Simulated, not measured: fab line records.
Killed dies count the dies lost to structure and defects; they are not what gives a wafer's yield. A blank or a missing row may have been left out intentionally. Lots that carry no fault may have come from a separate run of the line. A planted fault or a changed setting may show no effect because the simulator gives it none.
Matching of chambers | flow n5_finfet | rie_diel-03 running N5_BEOL_M4_STRIP_36: 3 sister chambers
The step strips in N2/H2. 6 wafers are shown with their chamber, then 5 later ones without.

## WAFERS, EACH WITH ITS CHAMBER
wafer  | chamber | drypump_motor_current_A (A) | throttle_valve_pct (%)
L080.2 | 0       | 6.4                         | 23.41
L087.1 | 0       | 6.4                         | 23.45
L087.4 | 1       | 5.1                         | 23.64
L087.6 | 2       | 5.7                         | 23.09
L088.1 | 2       | 5.6                         | 23.12
L088.4 | 1       | 5.1                         | 23.64

## WAFERS MISSING THEIR CHAMBER
wafer  | drypump_motor_current_A (A) | throttle_valve_pct (%)
L088.5 | 5.1                         | 23.61
L091.1 | 5.6                         | 23.15
L091.6 | 5.1                         | 23.65
L094.4 | 5.6                         | 23.12
L094.5 | 5.1                         | 23.68

## WHICH CHAMBER EACH ONE RAN IN
wafer  | from the rows above | in truth
L088.5 | 1                   | 1
L091.1 | 2                   | 2
L091.6 | 1                   | 1
L094.4 | 2                   | 2
L094.5 | 1                   | 1
5 of 5 placed correctly. From these rows, 0 cannot be placed. Number placed wrongly: 0.
How it was worked out, from the rows above alone: a wafer's distance from a chamber is the root of the sum, over the readings, of the square of ((its reading less the chamber's mean) divided by the reading's scatter). The wafer belongs to the nearest chamber; if the next one is less than 2 further off, it can't be placed. A chamber's mean is the mean of its shown wafers. The scatter: take each reading less its chamber's mean, square it, sum over the shown wafers, divide by the number of wafers less the number of chambers, and take the root.
